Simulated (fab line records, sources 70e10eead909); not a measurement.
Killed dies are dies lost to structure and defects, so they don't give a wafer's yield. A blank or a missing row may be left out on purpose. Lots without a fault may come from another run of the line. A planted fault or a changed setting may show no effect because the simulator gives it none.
A struck lot beside a sound one | flow nand_harc | 16 steps out of a route of 1302
Sound: wafers L527.1, L527.3, L527.6. Struck: wafer L523.2. (L523.3, L523.4 of the same lot were not struck and are left out.) The cause comes at the end.
At each step with rows: each side's tool, then ch and its chambers, then its first start. Under that, the readings that differ: sound wafers | struck wafers | difference of the means | sigmas: that difference in standard deviations of wafers without a fault.
alike: readings whose means differ by less than 2 such deviations, and words and numbers that are the same on both sides. not compared: withheld readings, readings that some wafer has no value for, bounds like >300 that may hide the same value, and numbers for which the record gives no deviation and whose values overlap.
The two part at a step that has a row with sigmas, a row that says differs or no value, or rows on one side only. Numbers that don't overlap but have no deviation are shown without sigmas and don't part them. A reading that every wafer of one side lacks parts them only if that side has two wafers or more.

NHARC_P_M2_PRE_CLEAN_30: time 30 s.
  sound on pvd_sputter-02; struck on pvd_sputter-03
  alike: heater_power_w
then, 1 step without rows for these wafers: NHARC_P_M2_PVD_20 (deposits TaN, target thk 5 nm, time 8.06 s).
NHARC_P_M2_PVD_21: deposits Cu, target thk 30 nm, time 20.49 s.
  sound on pvd_sputter-02; struck on pvd_sputter-03
  alike: chamber_pressure_pa, throttle_valve_pct
then, 2 steps without rows for these wafers: NHARC_P_M2_ECD_22 (material Cu, target thk 400 nm); NHARC_P_M2_ANNEAL_31 (time 90 s).
NHARC_P_M2_CMP_23: polishes, t overpolish 20 s, target thk 144.3 nm.
  sound on cmp-03 ch 0,1,2, day 13 10:26; struck on cmp-04 ch 1, day 12 13:28
  alike: motor_current_A, time_to_endpoint_s
NHARC_P_M2_THK_MEAS_24: measures by xrf.
  sound on film_metro-02, day 13 10:45; struck on film_metro-01, day 12 13:46
  alike: thk_nm
then, 1 step without rows for these wafers: NHARC_P_M2_SRD_25.
NHARC_P_M2_INSPECT_27:
  sound on defect_inspect-02, day 13 10:55; struck on defect_inspect-02, day 12 13:56
  alike: raw_defect_count
NHARC_P_M2_PRE_CLEAN_32: time 12 s.
  sound on pecvd-01 ch 0,1,2, day 13 10:59; struck on pecvd-02 ch 2, day 12 14:00
  alike: heater_power_w
then, 1 step without rows for these wafers: NHARC_P_M2_DEP_33 (deposits SiCN, target thk 30 nm).
NHARC_P_BONDPAD_DEP_00: deposits SiCN, target thk 250 nm.
  sound on pecvd-02 ch 0,2, day 13 11:29; struck on pecvd-01 ch 0, day 12 14:29
  alike: heater_power_w
NHARC_P_BONDPAD_CMP_32: polishes SiCN, target thk 200 nm.
  sound on cmp-03 ch 0,1,2, day 13 11:55; struck on cmp-04 ch 3, day 12 14:55
  alike: motor_current_A
NHARC_P_BONDPAD_THK_MEAS_33: measures by ellipsometry.
  sound on film_metro-01, day 13 12:08; struck on film_metro-01, day 12 15:09
  reading     | sound             | struck | difference | sigmas
  thk_nm (nm) | 198.5 199.1 200.6 | 182.9  | -16.5      | -12
then, 1 step without rows for these wafers: NHARC_P_BONDPAD_SRD_34.
NHARC_END_SORT_01:
  the record has rows for the sound wafers here (prober-01 ch 0, day 31 04:20) and none for the struck ones

WHERE THEY PART
First at NHARC_P_BONDPAD_THK_MEAS_33; last, within this record, at NHARC_END_SORT_01.

WHY: what the simulator had put in
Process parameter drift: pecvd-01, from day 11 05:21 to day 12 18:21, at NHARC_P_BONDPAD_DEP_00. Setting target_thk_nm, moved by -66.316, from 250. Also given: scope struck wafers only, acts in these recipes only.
